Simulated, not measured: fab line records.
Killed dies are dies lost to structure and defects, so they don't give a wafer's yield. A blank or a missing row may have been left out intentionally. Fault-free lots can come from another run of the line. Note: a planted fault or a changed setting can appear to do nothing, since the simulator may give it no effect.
A lot that was struck, set against a sound lot	flow n5-finfet	16 out of 1938 route steps
Sound: wafers L410.2, L410.3, L410.5. Struck: wafer L423.2. (L423.3 of the same lot was not struck and is left out.) The cause comes at the end.
Per side, at each step with rows, come the tool, then ch with its chambers, and then its first start. Under that, the readings that differ: sound wafers	struck wafers	difference of the means	sigmas: that difference in standard deviations of wafers without a fault.
alike: readings with means less than 2 such deviations apart, plus words and numbers identical on both sides. not compared: withheld readings, readings lacking a value on some wafer, bounds such as >300 that could conceal the same value, and numbers that have no deviation in the record and whose values overlap.
Wherever a step has rows on one side only, a row that says differs or no value, or a row with sigmas, the two part there. Numbers that have no deviation but don't overlap get no sigmas and don't part them. A reading that every wafer of one side lacks parts them only if that side has two wafers or more.

first, 7 steps without rows for these wafers: N5_BEOL_M2_COAT_76 (time 60 s, resist thk 5 nm); N5_BEOL_M2_COAT_22 (resist thk 30 nm); N5_BEOL_M2_EBR_24; N5_BEOL_M2_SOFTBAKE_23 (time 60 s); N5_BEOL_M2_EXPOSE_25 (exposes mask V1, defocus 5 nm); N5_BEOL_M2_PEB_26 (peb time 60 s); N5_BEOL_M2_DEVELOP_27 (develop time 30 s).
N5_BEOL_M2_CD_MEAS_28: target cd 26.2 nm, target cd y 24.1 nm.
  sound on cd-sem-02 ch 0, day 6 16:23; struck on cd-sem-02 ch 0, day 10 04:34
  alike: cd-nm
N5_BEOL_M2_OVL_MEAS_29:
  sound on overlay-02 ch 0, day 6 16:25; struck on overlay-01 ch 0, day 10 04:36
  alike: V1_OVL
N5_BEOL_M2_INSPECT_30: inspects for defects (brightfield).
  sound: defect-inspect-02 at day 6 16:29; struck: defect-inspect-02 at day 10 04:39
  alike: raw-defect-count
N5_BEOL_M2_DESCUM_33: chemistry O2, time 7 s.
  sound on rie-diel-04 ch 1,2,3, day 6 16:51; struck on rie-diel-04 ch 2, day 10 04:41
  alike: drypump-motor-current-A, oes-product-au, rf-vpp-V, showerhead-plenum-p-Torr, throttle-valve-pct
  not compared: rf-hours-counter-h
N5_BEOL_M2_ETCH_77: etches underlayer in N2/H2, target depth 6.5 nm, time 5.2 s.
  sound on rie-diel-04 ch 1,2,3, day 6 16:53; struck on rie-diel-04 ch 2, day 10 04:43
  alike: drypump-motor-current-A, etch-rf-on-time-s, oes-product-au, rf-vpp-V, showerhead-plenum-p-Torr, throttle-valve-pct
  not compared: rf-hours-counter-h
N5_BEOL_M2_ETCH_69: etches SiARC in CF4, target depth 15.6 nm, time 26 s.
  sound on rie-diel-04 ch 1,2,3, day 6 16:54; struck on rie-diel-04 ch 2, day 10 04:44
reading	sound	struck	difference	sigmas
etch-rf-on-time-s (s)	26.0 26.0 26.7	35.7	+9.5	+26
  alike: cf4-flow-sccm, drypump-motor-current-A, oes-product-au, rf-vpp-V, showerhead-plenum-p-Torr, throttle-valve-pct
  not compared: rf-hours-counter-h
N5_BEOL_M2_ALD_98: deposits SiO2, target thk 2.5 nm, pulse time 1 s, co reactant pulse time 1 s.
  sound on ald-sin-04 ch 0,1, day 6 17:15; struck on ald-sin-02 ch 0, day 10 04:53
  alike: heater-power-outer-w, heater-power-w, precursor-pulse-height-rel
  not compared: since-wet-clean-h
-- here the record skips 2 days between the struck wafers' starts before and after, leaving off in module BEOL_M2 and picking up in module BEOL_M4 (first step shown: number 1111 of the route) --
N5_BEOL_M4_RC_MEAS_101:
  sound on prober-02 ch 0, day 9 01:25; struck on prober-01 ch 0, day 12 06:38
reading	sound	struck	difference	sigmas
ION_N (uA/um)	666 663 675	689	+21	+2
  alike: DIBL_N, DIBL_P, IOFF_N, IOFF_P, ION_P, SS_N, SS_P, VT_N, VT_P
following that, these wafers have no rows for 1 step: N5_PASSIVATION_PROBE_49.

== WHERE THEY PART ==
Last at N5_BEOL_M4_RC_MEAS_101 as far as this record goes, first at N5_BEOL_M2_ETCH_69.

WHY: whatever the simulator had introduced
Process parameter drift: rie-diel-04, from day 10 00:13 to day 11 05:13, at N5_BEOL_M2_ETCH_69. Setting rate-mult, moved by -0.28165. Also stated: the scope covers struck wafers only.
